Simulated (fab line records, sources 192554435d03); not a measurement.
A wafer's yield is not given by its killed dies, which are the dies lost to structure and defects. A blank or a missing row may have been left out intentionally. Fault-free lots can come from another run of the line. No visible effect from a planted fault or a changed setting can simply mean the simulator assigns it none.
Chamber matching | flow n5-finfet | N5_FIN_SAQP_HM_DEP_72 on pecvd-01 has 3 sister chambers
The step deposits SiO2 from SiH4/N2O, target thk 12 nm, time 7.2 s. 18 wafers are shown with their chamber, then 9 later ones without.

== EACH WAFER AND ITS CHAMBER ==
wafer  | chamber | showerhead-plenum-p-Torr (Torr) | heater-power-w (W)
L074.2 | 0       | 8.10                            | 768
L074.5 | 0       | 8.13                            | 732
L074.6 | 1       | 8.28                            | 845
L076.1 | 0       | 8.13                            | 756
L076.2 | 1       | 8.27                            | 727
L076.4 | 1       | 8.25                            | 698
L077.1 | 1       | 8.25                            | 844
L077.4 | 0       | 8.13                            | 793
L077.6 | 0       | 8.12                            | 811
L078.1 | 1       | 8.25                            | 855
L078.3 | 1       | 8.25                            | 854
L078.5 | 0       | 8.11                            | 770
L083.2 | 0       | 8.14                            | 760
L083.5 | 0       | 8.11                            | 783
L083.6 | 1       | 8.26                            | 717
L084.1 | 1       | 8.26                            | 723
L084.2 | 0       | 8.12                            | 803
L084.5 | 2       | 7.85                            | 939

SIGNATURES (averages over the wafers above)
reading                  | chamber 0 | chamber 1 | chamber 2 | scatter within a chamber
showerhead-plenum-p-Torr | 8.1211    | 8.2587    | 7.8500    | 0.012
heater-power-w           | 775.11    | 782.88    | 939.00    | 52.3
Rule: for a wafer and a chamber, the distance is found by dividing, reading by reading, the gap between the wafer's reading and the chamber's mean by the reading's scatter, squaring, summing and taking the root. If the next closest chamber is less than 2 further off than the closest, the wafer can't be placed; otherwise it belongs to the closest. The scatter: the root of (the sum of the squares of (reading less its chamber's mean) over the shown wafers, divided by (wafers less chambers)).

== WAFERS MISSING THEIR CHAMBER ==
wafer  | showerhead-plenum-p-Torr (Torr) | heater-power-w (W)
L091.2 | 8.26                            | 791
L091.4 | 8.27                            | 824
L091.5 | 8.25                            | 807
L093.1 | 8.12                            | 819
L093.4 | 8.12                            | 800
L093.6 | 8.11                            | 796
L097.3 | 8.27                            | 792
L097.4 | 8.12                            | 813
L097.5 | 8.26                            | 774

== EACH ONE'S CHAMBER ==
wafer  | from the rows above | in truth
L091.2 | 1                   | 1
L091.4 | 1                   | 1
L091.5 | 1                   | 1
L093.1 | 0                   | 0
L093.4 | 0                   | 0
L093.6 | 0                   | 0
L097.3 | 1                   | 1
L097.4 | 0                   | 0
L097.5 | 1                   | 1
Correctly placed: 9 of 9. Left unplaced by these rows: 0. Placed wrongly: 0.
